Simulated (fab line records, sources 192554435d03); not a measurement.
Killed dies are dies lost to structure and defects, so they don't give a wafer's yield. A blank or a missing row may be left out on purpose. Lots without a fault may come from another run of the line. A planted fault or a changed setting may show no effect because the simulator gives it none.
One fault seen from 2 desks | flow n5_finfet | each desk has only its own numbers; what lay behind them comes last

THE TOOL OWNER'S DESK: rie_metal-03
The tool's own readings at N5_GATE_CUT_CUT_ETCH_54 (etches TiN in Cl2/BCl3, target depth 96.7 nm): means of the sampled wafers that have a number, for each lot that ran on this tool. A lot is out of limits, marked OUT, if its mean lies more than 4 standard deviations from the usual mean; the brackets give that distance.
Columns: A = drypump_motor_current_A at N5_GATE_CUT_CUT_ETCH_54, usual 5.8 A; B = etch_rf_on_time_s at N5_GATE_CUT_CUT_ETCH_54, usual 36.9 s; C = he_backside_leak_sccm at N5_GATE_CUT_CUT_ETCH_54, usual 3.54 sccm; D = oes_product_au at N5_GATE_CUT_CUT_ETCH_54, usual 0.72 a.u.; E = throttle_valve_pct at N5_GATE_CUT_CUT_ETCH_54, usual 22.27 %
lot  | first seen here | A   | B               | C    | D    | E
L407 | day 5 03:49     | 5.5 | 37.5            | 3.51 | 0.74 | 22.33
L408 | day 5 12:32     | 5.6 | 37.0            | 3.56 | 0.80 | 22.23
L409 | day 5 15:40     | 5.6 | 40.7 (+11) OUT  | 3.57 | 0.75 | 22.28
L412 | day 6 09:10     | 5.5 | 40.5 (+9.9) OUT | 3.66 | 0.75 | 22.28
L425 | day 9 17:55     | 5.5 | 36.7            | 3.61 | 0.68 | 22.42
This desk's finding: out of limits on L409, L412; first on L409, day 5 15:40 (etch_rf_on_time_s at N5_GATE_CUT_CUT_ETCH_54). In limits: L407, L408, L425.

THE METROLOGY DESK
What the gauges read, lot by lot, whatever tool the lot ran on: means of the sampled wafers that have a number. A lot is out of limits, marked OUT, if its mean lies more than 4 standard deviations from the usual mean; the brackets give that distance. Of its 11 readings 7 are shown: those that lie furthest out on some lot.
Columns: A = GATE_CUT_OVL at N5_GATE_CUT_OVL_MEAS_14, usual -0.4 nm; B = DIBL_P at N5_BEOL_M4_RC_MEAS_101, usual 36.5 mV/V; C = IOFF_N at N5_BEOL_M4_RC_MEAS_101, usual 0.163 nA/um; D = IOFF_P at N5_BEOL_M4_RC_MEAS_101, usual 0.22 nA/um; E = SS_P at N5_BEOL_M4_RC_MEAS_101, usual 73.3 mV/dec; F = VT_N at N5_BEOL_M4_RC_MEAS_101, usual 249.3 mV; G = VT_P at N5_BEOL_M4_RC_MEAS_101, usual -250 mV
lot  | first seen here | A    | B    | C     | D    | E    | F     | G
L407 | day 5 03:17     | -1.1 | 35.9 | 0.158 | 0.19 | 73.7 | 249.2 | -251
L408 | day 5 11:59     | -1.0 | 37.2 | 0.165 | 0.23 | 73.2 | 248.0 | -249
L409 | day 5 15:07     | -0.3 | 37.5 | 0.174 | 0.21 | 74.3 | 246.8 | -251
L410 | day 6 00:04     | -0.6 | 37.0 | 0.164 | 0.22 | 73.4 | 248.7 | -251
L412 | day 6 08:37     | 0.1  | 35.3 | 0.135 | 0.17 | 72.5 | 250.5 | -252
L423 | day 9 07:45     | -0.7 | 34.0 | 0.125 | 0.21 | 72.6 | 255.6 | -247
L424 | day 9 10:34     | 1.2  | 39.6 | 0.174 | 0.24 | 73.1 | 248.5 | -248
L425 | day 9 17:22     | 0.2  | 36.1 | 0.147 | 0.20 | 72.9 | 251.8 | -253
L427 | day 10 06:25    | -0.9 | 36.8 | 0.185 | 0.26 | 73.8 | 245.9 | -246
This desk's finding: nothing out of limits on any of the 9 lots.

PUT TOGETHER
The tool owner's desk could have raised an alarm at day 5 15:40, on L409, L412.
The metrology desk saw nothing out of limits.
The metrology desk has L409, L412 on record, within its limits.
Of the lots named, all ran N5_GATE_CUT_CUT_ETCH_54 on rie_metal-03.

WHAT THE SIMULATOR HAD PUT IN
Process parameter drift: rie_metal-03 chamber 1, from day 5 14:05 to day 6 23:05, at N5_GATE_CUT_CUT_ETCH_54. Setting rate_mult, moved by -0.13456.
Lots struck among those shown: L409, L412.
Hours from the fault's start to each desk's first reading out of limits: the tool owner's desk, 2.
